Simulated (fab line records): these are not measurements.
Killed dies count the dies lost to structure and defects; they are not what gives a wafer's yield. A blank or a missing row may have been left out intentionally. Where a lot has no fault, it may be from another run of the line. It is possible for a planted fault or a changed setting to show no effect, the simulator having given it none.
fab line records :: flow nandHarc
record:
  lots: 6
  wafers: 18
  lastDay: 24
route steps=1159 shown A_STAIRCASE@537 END@1159
lots that met no fault: from a run of the same line without faults
startH: start of the lot's first displayed wafer, in hours after the record's first day :: waitH: hours elapsed since this lot's preceding step :: " as in the row above :: L1.1+2: one row covering several wafers at once :: - no value, or no start was given :: * or withheld: withheld :: < > ~ a bound
route shown NAME@n: names a module that has steps shown in the file, with the first one's number in the route :: usual: mean/standard deviation of fault-free wafers :: same: alike in all rows :: chamber/n: place in a boat :: sites: each site's reading :: _std_site: their standard deviation :: _edge_site: the outer-site mean with the inner-site mean subtracted :: radiusMm: how far each site lies from the wafer's centre :: mask NAME#n: copy n :: behind: tool/chamber where the wafer was last shaped :: hold: the reason the lot was held/the length of the hold in hours/how it ended :: device: transistor that didn't switch, given as n, p or np :: end of line: tests run on the same wafers once the route is complete :: a step with no rows: only its recipe :: killed: the dies lost at the first sort to structure and to defects; this is not the yield of the wafer :: map: per-die view of a wafer (x killed, . not killed, _ where there is no die)
set.NAME: the run value of the setting; set.NAME@STEP: its run value at that earlier step :: model.NAME: the simulator's own value behind a step, which no gauge read
certain route steps with their lots: each step a table, each wafer a row
services: a tool's chamber out of use, with start hour (startH, from the record's first day; less than 0 if before it), hours out, and reason
== steps ==
step: NHARC_A_STAIRCASE_DEHYDRATE_01
recipe:
  tempC: 150
  timeS: 120
step: NHARC_A_STAIRCASE_HMDS_02
recipe:
  timeS: 30
step: NHARC_A_STAIRCASE_COAT_03
recipe:
  spinRpm: 1200
step: NHARC_A_STAIRCASE_SOFTBAKE_04
recipe:
  tempC: 135
  timeS: 170
step: NHARC_A_STAIRCASE_EBR_05
step: NHARC_A_STAIRCASE_EXPOSE_06
recipe:
  na: 0.5
  doseMj: 25.43
  maskId: STAIR
step: NHARC_A_STAIRCASE_PEB_07
recipe:
  pebTempC: 115
  pebTimeS: 130
step: NHARC_A_STAIRCASE_DEVELOP_08
recipe:
  timeS: 140
step: NHARC_A_STAIRCASE_HARDBAKE_10
recipe:
  tempC: 120
  timeS: 140
step: NHARC_A_STAIRCASE_DESCUM_11
recipe:
  timeS: 3
  o2FlowSccm: 200
  arFlowSccm: 0
  biasPowerW: 0
  chemistry: O2
usual:
  chamberPressureMTorr: 60.00/0.051
  drypumpMotorCurrentA: 5.8/0.58
  oesProductAu: 1.001/0.013
  rfVppV: 57.8/0.79
  showerheadPlenumPTorr: 1.92/0.059
  throttleValvePct: 11.312/0.0086
lot.wafer: L431.1
tool: rieDiel-07
chamber: 0
startH: 263.55
waitH: -
chamberPressureMTorr: 60.07
drypumpMotorCurrentA: 5.3
oesProductAu: 1.007
rfHoursCounterH: 10
rfVppV: 58.4
showerheadPlenumPTorr: 1.97
throttleValvePct: 11.316

lot.wafer: L431.3
tool: rieDiel-07
chamber: 1
startH: 263.55
waitH: -
chamberPressureMTorr: 59.94
drypumpMotorCurrentA: 6.7
oesProductAu: 1.016
rfHoursCounterH: 9
rfVppV: 58.0
showerheadPlenumPTorr: 1.91
throttleValvePct: 11.315

lot.wafer: L431.6
tool: rieDiel-07
chamber: 1
startH: 263.55
waitH: -
chamberPressureMTorr: 60.03
drypumpMotorCurrentA: 6.7
oesProductAu: 1.017
rfHoursCounterH: -
rfVppV: 58.6
showerheadPlenumPTorr: 1.90
throttleValvePct: 11.312

lot.wafer: L434.1
tool: rieDiel-03
chamber: 2
startH: 267.89
waitH: -
chamberPressureMTorr: 60.07
drypumpMotorCurrentA: 5.6
oesProductAu: 1.001
rfHoursCounterH: 18
rfVppV: 57.3
showerheadPlenumPTorr: 2.02
throttleValvePct: 11.310

lot.wafer: L434.2
tool: rieDiel-03
chamber: 3
startH: 267.89
waitH: -
chamberPressureMTorr: 59.97
drypumpMotorCurrentA: 6.7
oesProductAu: 1.010
rfHoursCounterH: 16
rfVppV: 58.7
showerheadPlenumPTorr: 1.89
throttleValvePct: 11.298

lot.wafer: L434.4
tool: rieDiel-03
chamber: 1
startH: 267.89
waitH: -
chamberPressureMTorr: 60.03
drypumpMotorCurrentA: 4.9
oesProductAu: 0.987
rfHoursCounterH: 20
rfVppV: 57.2
showerheadPlenumPTorr: 1.97
throttleValvePct: 11.320

lot.wafer: L444.2
tool: rieDiel-07
chamber: 0
startH: 338.01
waitH: -
chamberPressureMTorr: 60.08
drypumpMotorCurrentA: 5.3
oesProductAu: 1.004
rfHoursCounterH: 38
rfVppV: 57.9
showerheadPlenumPTorr: 1.96
throttleValvePct: 11.307

lot.wafer: L444.5
tool: rieDiel-07
chamber: 3
startH: 338.01
waitH: -
chamberPressureMTorr: 60.03
drypumpMotorCurrentA: 5.1
oesProductAu: 0.983
rfHoursCounterH: -
rfVppV: 56.4
showerheadPlenumPTorr: 1.92
throttleValvePct: 11.313

lot.wafer: L444.6
tool: rieDiel-07
chamber: 0
startH: 338.01
waitH: -
chamberPressureMTorr: 60.04
drypumpMotorCurrentA: 5.3
oesProductAu: 1.022
rfHoursCounterH: -
rfVppV: 58.4
showerheadPlenumPTorr: 1.96
throttleValvePct: 11.327

lot.wafer: L443.2
tool: rieDiel-07
chamber: 0
startH: 342.96
waitH: -
chamberPressureMTorr: 59.96
drypumpMotorCurrentA: 5.3
oesProductAu: 1.006
rfHoursCounterH: 40
rfVppV: 58.6
showerheadPlenumPTorr: 1.96
throttleValvePct: 11.305

lot.wafer: L443.3
tool: rieDiel-07
chamber: 2
startH: 342.96
waitH: -
chamberPressureMTorr: 59.93
drypumpMotorCurrentA: 6.1
oesProductAu: 0.988
rfHoursCounterH: 38
rfVppV: 57.5
showerheadPlenumPTorr: 1.86
throttleValvePct: 11.294

lot.wafer: L443.6
tool: rieDiel-07
chamber: 3
startH: 342.96
waitH: -
chamberPressureMTorr: 59.95
drypumpMotorCurrentA: 5.1
oesProductAu: 0.976
rfHoursCounterH: -
rfVppV: 58.4
showerheadPlenumPTorr: 1.92
throttleValvePct: 11.322

lot.wafer: L447.1
tool: rieDiel-03
chamber: 2
startH: 353.07
waitH: -
chamberPressureMTorr: 59.99
drypumpMotorCurrentA: 5.6
oesProductAu: 1.000
rfHoursCounterH: 37
rfVppV: 56.9
showerheadPlenumPTorr: 2.01
throttleValvePct: 11.315

lot.wafer: L447.6
tool: rieDiel-03
chamber: 0
startH: 353.07
waitH: -
chamberPressureMTorr: 59.98
drypumpMotorCurrentA: 5.6
oesProductAu: 0.999
rfHoursCounterH: -
rfVppV: 57.7
showerheadPlenumPTorr: 1.99
throttleValvePct: 11.305

lot.wafer: L447.5
tool: rieDiel-03
chamber: 2
startH: 353.07
waitH: -
chamberPressureMTorr: 60.04
drypumpMotorCurrentA: 5.6
oesProductAu: 0.995
rfHoursCounterH: -
rfVppV: 59.2
showerheadPlenumPTorr: 2.01
throttleValvePct: 11.318

lot.wafer: L449.2
tool: rieDiel-03
chamber: 1
startH: 369.78
waitH: -
chamberPressureMTorr: 60.07
drypumpMotorCurrentA: 4.9
oesProductAu: 0.992
rfHoursCounterH: 49
rfVppV: 58.7
showerheadPlenumPTorr: 1.96
throttleValvePct: 11.319

lot.wafer: L449.4
tool: rieDiel-03
chamber: 2
startH: 369.78
waitH: -
chamberPressureMTorr: 59.94
drypumpMotorCurrentA: 5.6
oesProductAu: 1.002
rfHoursCounterH: 41
rfVppV: 58.2
showerheadPlenumPTorr: 2.01
throttleValvePct: 11.322

lot.wafer: L449.3
tool: rieDiel-03
chamber: 3
startH: 369.78
waitH: -
chamberPressureMTorr: 60.07
drypumpMotorCurrentA: 6.8
oesProductAu: 1.013
rfHoursCounterH: 56
rfVppV: 57.6
showerheadPlenumPTorr: 1.88
throttleValvePct: 11.309
step: NHARC_A_STAIRCASE_TRIM_12
recipe:
  timeS: 211.2
  o2FlowSccm: 500
  arFlowSccm: 0
  biasW: 0
  chemistry: O2
usual:
  chamberPressureMTorr: 60.00/0.052
  drypumpMotorCurrentA: 5.8/0.59
  oesProductAu: 1.003/0.012
  rfVppV: 57.9/0.79
  showerheadPlenumPTorr: 3.54/0.1
  throttleValvePct: 17.036/0.01
lot.wafer: L431.3
tool: rieDiel-07
chamber: 0
startH: 263.65
waitH: 0.1
chamberPressureMTorr: 60.01
drypumpMotorCurrentA: 5.4
oesProductAu: 1.002
rfHoursCounterH: 10
rfVppV: 59.0
showerheadPlenumPTorr: 3.62
throttleValvePct: 17.037

lot.wafer: L431.1
tool: rieDiel-07
chamber: 1
startH: 263.65
waitH: 0.1
chamberPressureMTorr: 60.04
drypumpMotorCurrentA: 6.7
oesProductAu: 1.021
rfHoursCounterH: 9
rfVppV: 57.0
showerheadPlenumPTorr: 3.51
throttleValvePct: 17.038

lot.wafer: L431.6
tool: rieDiel-07
chamber: 3
startH: 263.65
waitH: 0.1
chamberPressureMTorr: 60.01
drypumpMotorCurrentA: 5.1
oesProductAu: 0.991
rfHoursCounterH: -
rfVppV: 57.9
showerheadPlenumPTorr: 3.55
throttleValvePct: 17.042

lot.wafer: L434.1
tool: rieDiel-03
chamber: 1
startH: 268.03
waitH: 0.1
chamberPressureMTorr: 59.97
drypumpMotorCurrentA: 4.9
oesProductAu: 0.989
rfHoursCounterH: 21
rfVppV: 58.7
showerheadPlenumPTorr: 3.63
throttleValvePct: 17.037

lot.wafer: L434.4
tool: rieDiel-03
chamber: 2
startH: 268.03
waitH: 0.1
chamberPressureMTorr: 59.99
drypumpMotorCurrentA: 5.6
oesProductAu: 1.004
rfHoursCounterH: 18
rfVppV: 58.2
showerheadPlenumPTorr: 3.71
throttleValvePct: 17.059

lot.wafer: L434.2
tool: rieDiel-03
chamber: 0
startH: 268.03
waitH: 0.1
chamberPressureMTorr: 59.95
drypumpMotorCurrentA: 5.7
oesProductAu: 1.002
rfHoursCounterH: 18
rfVppV: 57.9
showerheadPlenumPTorr: 3.67
throttleValvePct: 17.037

lot.wafer: L444.2
tool: rieDiel-07
chamber: 1
startH: 338.13
waitH: 0.1
chamberPressureMTorr: 60.01
drypumpMotorCurrentA: 6.6
oesProductAu: 1.020
rfHoursCounterH: 38
rfVppV: 59.1
showerheadPlenumPTorr: 3.50
throttleValvePct: 17.036

lot.wafer: L444.5
tool: rieDiel-07
chamber: 2
startH: 338.13
waitH: 0.1
chamberPressureMTorr: 60.00
drypumpMotorCurrentA: 6.2
oesProductAu: 1.008
rfHoursCounterH: -
rfVppV: 57.7
showerheadPlenumPTorr: 3.44
throttleValvePct: 17.033

lot.wafer: L444.6
tool: rieDiel-07
chamber: 3
startH: 338.13
waitH: 0.1
chamberPressureMTorr: 59.98
drypumpMotorCurrentA: 5.1
oesProductAu: 0.996
rfHoursCounterH: -
rfVppV: 57.1
showerheadPlenumPTorr: 3.54
throttleValvePct: 17.041

lot.wafer: L443.3
tool: rieDiel-07
chamber: 0
startH: 343.04
waitH: 0.1
chamberPressureMTorr: 60.01
drypumpMotorCurrentA: 5.3
oesProductAu: 1.008
rfHoursCounterH: 40
rfVppV: 58.3
showerheadPlenumPTorr: 3.60
throttleValvePct: 17.027

lot.wafer: L443.2
tool: rieDiel-07
chamber: 3
startH: 343.04
waitH: 0.1
chamberPressureMTorr: 60.01
drypumpMotorCurrentA: 5.1
oesProductAu: 0.988
rfHoursCounterH: 38
rfVppV: 58.7
showerheadPlenumPTorr: 3.54
throttleValvePct: 17.037

lot.wafer: L443.6
tool: rieDiel-07
chamber: 0
startH: 343.04
waitH: 0.1
chamberPressureMTorr: 60.06
drypumpMotorCurrentA: 5.4
oesProductAu: 1.006
rfHoursCounterH: -
rfVppV: 57.8
showerheadPlenumPTorr: 3.60
throttleValvePct: 17.038

lot.wafer: L447.1
tool: rieDiel-03
chamber: 3
startH: 353.19
waitH: 0.1
chamberPressureMTorr: 60.08
drypumpMotorCurrentA: 6.7
oesProductAu: 1.010
rfHoursCounterH: 52
rfVppV: 55.8
showerheadPlenumPTorr: 3.47
throttleValvePct: 17.009

lot.wafer: L447.5
tool: rieDiel-03
chamber: 0
startH: 353.19
waitH: 0.1
chamberPressureMTorr: 59.96
drypumpMotorCurrentA: 5.6
oesProductAu: 1.005
rfHoursCounterH: -
rfVppV: 58.5
showerheadPlenumPTorr: 3.66
throttleValvePct: 17.050

lot.wafer: L447.6
tool: rieDiel-03
chamber: 2
startH: 353.19
waitH: 0.1
chamberPressureMTorr: 59.97
drypumpMotorCurrentA: 5.6
oesProductAu: 1.005
rfHoursCounterH: -
rfVppV: 58.4
showerheadPlenumPTorr: 3.70
throttleValvePct: 17.035

lot.wafer: L449.3
tool: rieDiel-03
chamber: 3
startH: 369.87
waitH: 0.1
chamberPressureMTorr: 60.01
drypumpMotorCurrentA: 6.8
oesProductAu: 1.007
rfHoursCounterH: 56
rfVppV: 57.2
showerheadPlenumPTorr: 3.47
throttleValvePct: 17.038

lot.wafer: L449.4
tool: rieDiel-03
chamber: 0
startH: 369.87
waitH: 0.1
chamberPressureMTorr: 59.98
drypumpMotorCurrentA: 5.6
oesProductAu: 1.016
rfHoursCounterH: 50
rfVppV: 58.3
showerheadPlenumPTorr: 3.66
throttleValvePct: 17.036

lot.wafer: L449.2
tool: rieDiel-03
chamber: 1
startH: 369.87
waitH: 0.1
chamberPressureMTorr: 59.91
drypumpMotorCurrentA: 4.9
oesProductAu: 0.992
rfHoursCounterH: 49
rfVppV: 58.8
showerheadPlenumPTorr: 3.61
throttleValvePct: 17.052
step: NHARC_A_STAIRCASE_ETCH_13
recipe:
  targetDepthA: 1000
  timeS: 40.5
  ionEnergyEv: 400
  c4f8FlowSccm: 20
  o2FlowSccm: 10
  arFlowSccm: withheld
  rfW: 600
  biasW: 1000
  chemistry: C4F8/O2
usual:
  chamberPressureMTorr: 25.000/0.023
  oesProductAu: 0.940/0.015
  rfVppV: 896/3.8
  runLengthS: 61.9/0.41
lot.wafer: L431.3
tool: rieDiel-07
chamber: 3
startH: 263.79
waitH: -
chamberPressureMTorr: 24.990
oesProductAu: 0.935
rfHoursCounterH: 9
rfVppV: 897
runLengthS: 61.9

lot.wafer: L431.1
tool: rieDiel-07
chamber: 1
startH: 263.79
waitH: -
chamberPressureMTorr: 24.976
oesProductAu: 0.968
rfHoursCounterH: 10
rfVppV: 896
runLengthS: 61.4

lot.wafer: L431.6
tool: rieDiel-07
chamber: 3
startH: 263.79
waitH: -
chamberPressureMTorr: 25.022
oesProductAu: 0.936
rfHoursCounterH: -
rfVppV: 898
runLengthS: 62.2

lot.wafer: L434.2
tool: rieDiel-03
chamber: 3
startH: 268.18
waitH: -
chamberPressureMTorr: 24.995
oesProductAu: 0.953
rfHoursCounterH: 16
rfVppV: 895
runLengthS: 62.4

lot.wafer: L434.4
tool: rieDiel-03
chamber: 0
startH: 268.18
waitH: -
chamberPressureMTorr: 25.010
oesProductAu: 0.945
rfHoursCounterH: 18
rfVppV: 901
runLengthS: 62.6

lot.wafer: L434.1
tool: rieDiel-03
chamber: 1
startH: 268.18
waitH: -
chamberPressureMTorr: 24.998
oesProductAu: 0.927
rfHoursCounterH: 21
rfVppV: 900
runLengthS: 61.5

lot.wafer: L444.2
tool: rieDiel-07
chamber: 1
startH: 338.25
waitH: -
chamberPressureMTorr: 24.990
oesProductAu: 0.959
rfHoursCounterH: 38
rfVppV: 896
runLengthS: 61.4

lot.wafer: L444.6
tool: rieDiel-07
chamber: 0
startH: 338.25
waitH: -
chamberPressureMTorr: 25.000
oesProductAu: 0.941
rfHoursCounterH: -
rfVppV: 896
runLengthS: 53.2

lot.wafer: L444.5
tool: rieDiel-07
chamber: 1
startH: 338.25
waitH: -
chamberPressureMTorr: 24.963
oesProductAu: 0.965
rfHoursCounterH: -
rfVppV: 895
runLengthS: 61.4

lot.wafer: L443.2
tool: rieDiel-07
chamber: 3
startH: 343.22
waitH: -
chamberPressureMTorr: 24.982
oesProductAu: 0.918
rfHoursCounterH: 38
rfVppV: 897
runLengthS: 61.9

lot.wafer: L443.3
tool: rieDiel-07
chamber: 1
startH: 343.22
waitH: -
chamberPressureMTorr: 24.946
oesProductAu: 0.943
rfHoursCounterH: 40
rfVppV: 895
runLengthS: 52.8

lot.wafer: L443.6
tool: rieDiel-07
chamber: 2
startH: 343.22
waitH: -
chamberPressureMTorr: 25.002
oesProductAu: 0.925
rfHoursCounterH: -
rfVppV: 892
runLengthS: 53.1

lot.wafer: L447.1
tool: rieDiel-03
chamber: 2
startH: 353.35
waitH: -
chamberPressureMTorr: 25.011
oesProductAu: 0.930
rfHoursCounterH: 37
rfVppV: 903
runLengthS: 62.0

lot.wafer: L447.5
tool: rieDiel-03
chamber: 0
startH: 353.35
waitH: -
chamberPressureMTorr: 25.034
oesProductAu: 0.943
rfHoursCounterH: -
rfVppV: 901
runLengthS: 62.4

lot.wafer: L447.6
tool: rieDiel-03
chamber: 2
startH: 353.35
waitH: -
chamberPressureMTorr: 24.981
oesProductAu: 0.930
rfHoursCounterH: -
rfVppV: 904
runLengthS: 61.6

lot.wafer: L449.4
tool: rieDiel-03
chamber: 3
startH: 370.01
waitH: -
chamberPressureMTorr: 24.973
oesProductAu: 0.941
rfHoursCounterH: 57
rfVppV: 894
runLengthS: 62.4

lot.wafer: L449.2
tool: rieDiel-03
chamber: 0
startH: 370.01
waitH: -
chamberPressureMTorr: 25.007
oesProductAu: 0.939
rfHoursCounterH: 50
rfVppV: 902
runLengthS: 62.7

lot.wafer: L449.3
tool: rieDiel-03
chamber: 1
startH: 370.01
waitH: -
chamberPressureMTorr: 25.023
oesProductAu: 0.911
rfHoursCounterH: 49
rfVppV: 900
runLengthS: 61.6
step: NHARC_A_STAIRCASE_TRIM_14
recipe:
  timeS: 211.2
  o2FlowSccm: 500
  arFlowSccm: 0
  biasW: 0
  chemistry: O2
usual:
  chamberPressureMTorr: 60.00/0.055
  drypumpMotorCurrentA: 5.8/0.58
  oesProductAu: 1.003/0.013
  rfVppV: 57.8/0.89
  showerheadPlenumPTorr: 3.54/0.1
  throttleValvePct: 17.037/0.0081
lot.wafer: L431.1
tool: rieDiel-07
chamber: 3
startH: -
waitH: -
chamberPressureMTorr: 59.99
drypumpMotorCurrentA: 5.1
oesProductAu: 0.984
rfHoursCounterH: 9
rfVppV: 58.1
showerheadPlenumPTorr: 3.55
throttleValvePct: 17.036

lot.wafer: L431.3
tool: rieDiel-07
chamber: 1
startH: -
waitH: -
chamberPressureMTorr: 60.01
drypumpMotorCurrentA: 6.7
oesProductAu: 1.017
rfHoursCounterH: 10
rfVppV: 57.4
showerheadPlenumPTorr: 3.51
throttleValvePct: 17.030

lot.wafer: L431.6
tool: rieDiel-07
chamber: 3
startH: -
waitH: -
chamberPressureMTorr: 59.97
drypumpMotorCurrentA: 5.1
oesProductAu: 0.989
rfHoursCounterH: -
rfVppV: 56.8
showerheadPlenumPTorr: 3.55
throttleValvePct: 17.035

lot.wafer: L434.4
tool: rieDiel-03
chamber: 3
startH: -
waitH: -
chamberPressureMTorr: 60.00
drypumpMotorCurrentA: 6.8
oesProductAu: 1.005
rfHoursCounterH: 16
rfVppV: 57.6
showerheadPlenumPTorr: 3.49
throttleValvePct: 17.031

lot.wafer: L434.1
tool: rieDiel-03
chamber: 0
startH: -
waitH: -
chamberPressureMTorr: 59.99
drypumpMotorCurrentA: 5.6
oesProductAu: 1.004
rfHoursCounterH: 18
rfVppV: 57.2
showerheadPlenumPTorr: 3.67
throttleValvePct: 17.042

lot.wafer: L434.2
tool: rieDiel-03
chamber: 2
startH: -
waitH: -
chamberPressureMTorr: 59.91
drypumpMotorCurrentA: 5.6
oesProductAu: 0.992
rfHoursCounterH: 19
rfVppV: 57.5
showerheadPlenumPTorr: 3.71
throttleValvePct: 17.041

lot.wafer: L444.2
tool: rieDiel-07
chamber: 2
startH: -
waitH: -
chamberPressureMTorr: 59.99
drypumpMotorCurrentA: 6.2
oesProductAu: 0.996
rfHoursCounterH: 36
rfVppV: 57.6
showerheadPlenumPTorr: 3.44
throttleValvePct: 17.045

lot.wafer: L444.6
tool: rieDiel-07
chamber: 2
startH: -
waitH: -
chamberPressureMTorr: 59.94
drypumpMotorCurrentA: 6.2
oesProductAu: 0.993
rfHoursCounterH: -
rfVppV: 57.8
showerheadPlenumPTorr: 3.44
throttleValvePct: 17.041

lot.wafer: L444.5
tool: rieDiel-07
chamber: 3
startH: -
waitH: -
chamberPressureMTorr: 60.02
drypumpMotorCurrentA: 5.1
oesProductAu: 0.987
rfHoursCounterH: -
rfVppV: 57.4
showerheadPlenumPTorr: 3.54
throttleValvePct: 17.020

lot.wafer: L443.3
tool: rieDiel-07
chamber: 1
startH: -
waitH: -
chamberPressureMTorr: 60.08
drypumpMotorCurrentA: 6.6
oesProductAu: 1.017
rfHoursCounterH: 40
rfVppV: 57.3
showerheadPlenumPTorr: 3.50
throttleValvePct: 17.059

lot.wafer: L443.2
tool: rieDiel-07
chamber: 2
startH: -
waitH: -
chamberPressureMTorr: 59.98
drypumpMotorCurrentA: 6.1
oesProductAu: 0.999
rfHoursCounterH: 38
rfVppV: 57.0
showerheadPlenumPTorr: 3.44
throttleValvePct: 17.051

lot.wafer: L443.6
tool: rieDiel-07
chamber: 1
startH: -
waitH: -
chamberPressureMTorr: 59.99
drypumpMotorCurrentA: 6.7
oesProductAu: 1.015
rfHoursCounterH: -
rfVppV: 57.5
showerheadPlenumPTorr: 3.50
throttleValvePct: 17.033

lot.wafer: L447.1
tool: rieDiel-03
chamber: 0
startH: -
waitH: -
chamberPressureMTorr: 60.06
drypumpMotorCurrentA: 5.6
oesProductAu: 1.022
rfHoursCounterH: 46
rfVppV: 57.4
showerheadPlenumPTorr: 3.66
throttleValvePct: 17.046

lot.wafer: L447.6
tool: rieDiel-03
chamber: 3
startH: -
waitH: -
chamberPressureMTorr: 60.00
drypumpMotorCurrentA: 6.8
oesProductAu: 1.021
rfHoursCounterH: -
rfVppV: 58.4
showerheadPlenumPTorr: 3.47
throttleValvePct: 17.028

lot.wafer: L447.5
tool: rieDiel-03
chamber: 2
startH: -
waitH: -
chamberPressureMTorr: 59.99
drypumpMotorCurrentA: 5.6
oesProductAu: 0.993
rfHoursCounterH: -
rfVppV: 58.4
showerheadPlenumPTorr: 3.70
throttleValvePct: 17.035

lot.wafer: L449.3
tool: rieDiel-03
chamber: 1
startH: -
waitH: -
chamberPressureMTorr: 59.98
drypumpMotorCurrentA: 4.9
oesProductAu: 1.002
rfHoursCounterH: 49
rfVppV: 57.2
showerheadPlenumPTorr: 3.61
throttleValvePct: 17.042

lot.wafer: L449.4
tool: rieDiel-03
chamber: 2
startH: -
waitH: -
chamberPressureMTorr: 60.00
drypumpMotorCurrentA: 5.7
oesProductAu: 1.003
rfHoursCounterH: 42
rfVppV: 57.2
showerheadPlenumPTorr: 3.70
throttleValvePct: 17.041

lot.wafer: L449.2
tool: rieDiel-03
chamber: 3
startH: -
waitH: -
chamberPressureMTorr: 60.05
drypumpMotorCurrentA: 6.7
oesProductAu: 1.016
rfHoursCounterH: 57
rfVppV: 58.2
showerheadPlenumPTorr: 3.47
throttleValvePct: 17.030
step: NHARC_END_SORT_01
recipe:
  tempC: 25
usual:
  killedAtArray: 26/10
  killedAtOther: 0.5/0.87
  killedAtPeriphery: 3.0/2.5
  killedDies: 29/11
  killedOpen: 3.3/1.9
  killedShort: 1.8/1.5
same:
  grossDies: 677
lot.wafer: L443.3
tool: prober-01
chamber: 0
startH: 551.71
waitH: 3.1
killedAtArray: 17
killedAtOther: 0
killedAtPeriphery: 4
killedDies: 21
killedOpen: 3
killedShort: 1

lot.wafer: L443.6
tool: prober-01
chamber: 0
startH: 554.11
waitH: 4.0
killedAtArray: 44
killedAtOther: 0
killedAtPeriphery: 0
killedDies: 44
killedOpen: 4
killedShort: 4

lot.wafer: L444.6
tool: prober-01
chamber: 0
startH: 561.89
waitH: 4.0
killedAtArray: 27
killedAtOther: 1
killedAtPeriphery: 3
killedDies: 31
killedOpen: 6
killedShort: 2
killed by level:class
L443.3 A_CHANNEL_HOLE_D1:chamberFilmFlake=11 P_GATE:chamberFilmFlake=2 A_STAIRCASE:chamberFilmFlake=2 P_GATE:geometricParticle:open=1 P_CONTACT:geometricParticle:open=1 A_WL_FILL:geometricParticle:short=1 A_WL_FILL:geometricParticle:open=1 A_SLIT:chamberFilmFlake=1
L443.6 A_CHANNEL_HOLE_D1:chamberFilmFlake=24 A_STAIRCASE:chamberFilmFlake=5 A_STAIRCASE:areaEtch=5 A_CONTACT:geometricParticle:short=2 A_CONTACT:geometricParticle:open=2 A_CHANNEL_FILL_D1:geometricParticle:open=1 A_SGD_CUT:geometricParticle:open=1 A_WL_FILL:geometricParticle:short=1
L444.6 A_CHANNEL_HOLE_D1:chamberFilmFlake=16 A_CONTACT:chamberFilmFlake=4 P_GATE:geometricParticle:open=1 P_M0:geometricParticle:short=1 A_SOURCE_PLATE:geometricParticle:open=1 A_STAIRCASE:chamberFilmFlake=1 A_WL_FILL:geometricParticle:open=1 A_CONTACT:geometricParticle:open=1
== services ==
tool: rieDiel-03
chamber: 0
startH: 248.96
hours: -
kind: clean

tool: rieDiel-03
chamber: 1
startH: 248.96
hours: -
kind: clean

tool: rieDiel-03
chamber: 2
startH: 248.96
hours: -
kind: clean

tool: rieDiel-03
chamber: 3
startH: 248.96
hours: -
kind: clean

tool: rieDiel-07
chamber: 0
startH: 261.85
hours: -
kind: clean

tool: rieDiel-07
chamber: 1
startH: 261.85
hours: -
kind: clean

tool: rieDiel-07
chamber: 2
startH: 261.85
hours: -
kind: clean

tool: rieDiel-07
chamber: 3
startH: 261.85
hours: -
kind: clean

tool: rieDiel-03
chamber: 0
startH: 269.25
hours: 10.1
kind: repair

tool: rieDiel-03
chamber: 1
startH: 273.54
hours: -
kind: clean

tool: rieDiel-03
chamber: 2
startH: 273.54
hours: -
kind: clean

tool: rieDiel-03
chamber: 3
startH: 273.54
hours: -
kind: clean

tool: rieDiel-03
chamber: -
startH: 281.47
hours: 2.5
kind: repair

tool: rieDiel-07
chamber: 0
startH: 286.35
hours: -
kind: clean

tool: rieDiel-07
chamber: 1
startH: 286.35
hours: -
kind: clean

tool: rieDiel-07
chamber: 2
startH: 286.35
hours: -
kind: clean

tool: rieDiel-07
chamber: 3
startH: 286.35
hours: -
kind: clean

tool: rieDiel-03
chamber: 2
startH: 288.86
hours: 36.9
kind: repair

tool: rieDiel-03
chamber: 0
startH: 298.11
hours: -
kind: clean

tool: rieDiel-03
chamber: 1
startH: 298.11
hours: -
kind: clean

tool: rieDiel-03
chamber: 3
startH: 298.11
hours: -
kind: clean

tool: rieDiel-03
chamber: 1
startH: 298.74
hours: 9.8
kind: repair

tool: rieDiel-03
chamber: 0
startH: 305.88
hours: 5.3
kind: repair

tool: rieDiel-03
chamber: 1
startH: 350.16
hours: 4.0
kind: repair
== key ==
firstSign:
  step: NHARC_A_STAIRCASE_ETCH_13
  reading: runLengthS
  direction: down
  sigmas: 22
  usual: *
  struck: *
effect none on later readings
metAt NHARC_A_STAIRCASE_ETCH_13
struckWafers L443.3,L443.6,L444.6
testerLeftOut L443,L444
onsetBetween 263.79 338.25
fault:
  kind: processParameterDrift
  tool: rieDiel-07
  chamber: -
  onsetH: 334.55
  steps: NHARC_A_STAIRCASE_ETCH_13
  channel: timeS
  offset: *
  shape: step
  endH: 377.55
  scope: struckWafersOnly
  actsIn: *
  stated: *
testerLeftOut: of these lots the tester's yield and bins aren't shown, on N5 and GAA mostly nor the transistor test; their killed dies are dies lost to structure and defects alone, not to doping, threshold or leakage, so they don't give the yield
